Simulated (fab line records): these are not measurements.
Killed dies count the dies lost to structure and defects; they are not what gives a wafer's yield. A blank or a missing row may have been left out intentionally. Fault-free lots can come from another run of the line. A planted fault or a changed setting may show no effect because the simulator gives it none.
Struck lot and sound lot, side by side || flow nand harc || 14 out of 1159 route steps
Sound: the wafers L496.2, L496.4, L496.5. Struck: wafers L507.4, L507.6. (L507.2 of the same lot was not struck and is left out.) The cause comes at the end.
Order at every step that has rows: each side's tool, ch and its chambers, its first start. Under that, the readings that differ: sound wafers || struck wafers || difference of the means || sigmas: that difference in standard deviations of wafers without a fault.
alike: words and numbers the same on both sides, and readings whose means are apart by under 2 such deviations; not compared: readings that were withheld, readings missing a value for some wafer, numbers with overlapping values and no deviation given by the record, and bounds like >300 which may hide the same value.
Wherever a step has rows on one side only, a row that says differs or no value, or a row with sigmas, the two part there. Non-overlapping numbers with no deviation appear without sigmas and do not part them. Lack of a reading on every wafer of one side parts them only where that side has two or more wafers.

first, 3 steps without rows for these wafers: NHARC_A_CHANNEL_HOLE_D1_STRIP_41 (strips in N2/H2); NHARC_A_CHANNEL_HOLE_D1_STRIP_42 (strips in CF4/CHF3); NHARC_A_CHANNEL_HOLE_D1_STRIP_43 (strips in O2/COS).
NHARC_A_CHANNEL_HOLE_D1_ETCH_44: etches the open film in CF4/O2, target depth 140 nm, overetch 14 nm, time 77 s.
  sound on rie diel-05 ch 0,3, day 9 08:46; struck on rie diel-09 ch 1,2, day 12 12:31
  alike: drypump motor current A, oes product au, rf vpp V, showerhead plenum p Torr, throttle valve pct
  not compared: rf hours counter h
NHARC_A_CHANNEL_HOLE_D1_STRIP_27: strips in O2.
  sound on rie diel-05 ch 0,1,3; struck on rie diel-09 ch 1
  alike: drypump motor current A, oes product au, rf vpp V, showerhead plenum p Torr, throttle valve pct
  not compared: rf hours counter h
then, 2 steps without rows for these wafers: NHARC_A_CHANNEL_HOLE_D1_PRECLEAN_28 (cleans in SC1); NHARC_A_CHANNEL_HOLE_D1_SRD_29.
NHARC_A_CHANNEL_HOLE_D1_CD_MEAS_30:
  sound: cd sem-03 at day 9 09:34; struck: cd sem-02 at day 12 13:17
  alike: cd nm
NHARC_A_CHANNEL_HOLE_D1_XSEM_31:
  sound on xsem-01 ch 0, day 9 09:38; struck on xsem-02 ch 0, day 12 13:23
{"reading": "tilt deg (degrees)", "sound": "0.10 0.10 0.10", "struck": "0.02 0.02", "difference": -0.08, "sigmas": -2}
  alike: bot cd nm, bow nm
NHARC_A_CHANNEL_HOLE_D1_INSPECT_40:
  sound: defect inspect-02 at day 9 09:44; struck: defect inspect-02 at day 12 13:29
  alike: raw defect count
then, 2 steps without rows for these wafers: NHARC_A_CHANNEL_FILL_D1_PRECLEAN_00 (cleans in SC1); NHARC_A_CHANNEL_FILL_D1_SRD_01.
NHARC_A_CHANNEL_FILL_D1_ALD_02: deposits SiO2, target thk 6 nm, pulse time 10 s, ald cycles 60.
  sound on ald hk-01 ch 1,3, day 9 09:56; struck on ald hk-01 ch 0, day 12 13:58
{"reading": "susceptor temp C (C)", "sound": "300.11 300.03 299.97", "struck": "297.60 297.25", "difference": -2.61, "sigmas": -16}
  alike: heater power w, precursor pulse height rel
NHARC_A_CHANNEL_FILL_D1_ALD_03: deposits SiNx, target thk 6 nm, pulse time 60 s, ald cycles 58.
  sound on ald sin batch-03 ch 0; struck on ald sin batch-01 ch 0
{"reading": "susceptor temp C (C)", "sound": "- - -", "struck": "629.83 629.84", "difference": "no value on the sound wafers", "sigmas": ""}
  alike: precursor pulse height rel

== WHERE THEY PART ==
At NHARC_A_CHANNEL_HOLE_D1_XSEM_31 first; at NHARC_A_CHANNEL_FILL_D1_ALD_03 last (within this record only).

WHY: what the simulator had put in
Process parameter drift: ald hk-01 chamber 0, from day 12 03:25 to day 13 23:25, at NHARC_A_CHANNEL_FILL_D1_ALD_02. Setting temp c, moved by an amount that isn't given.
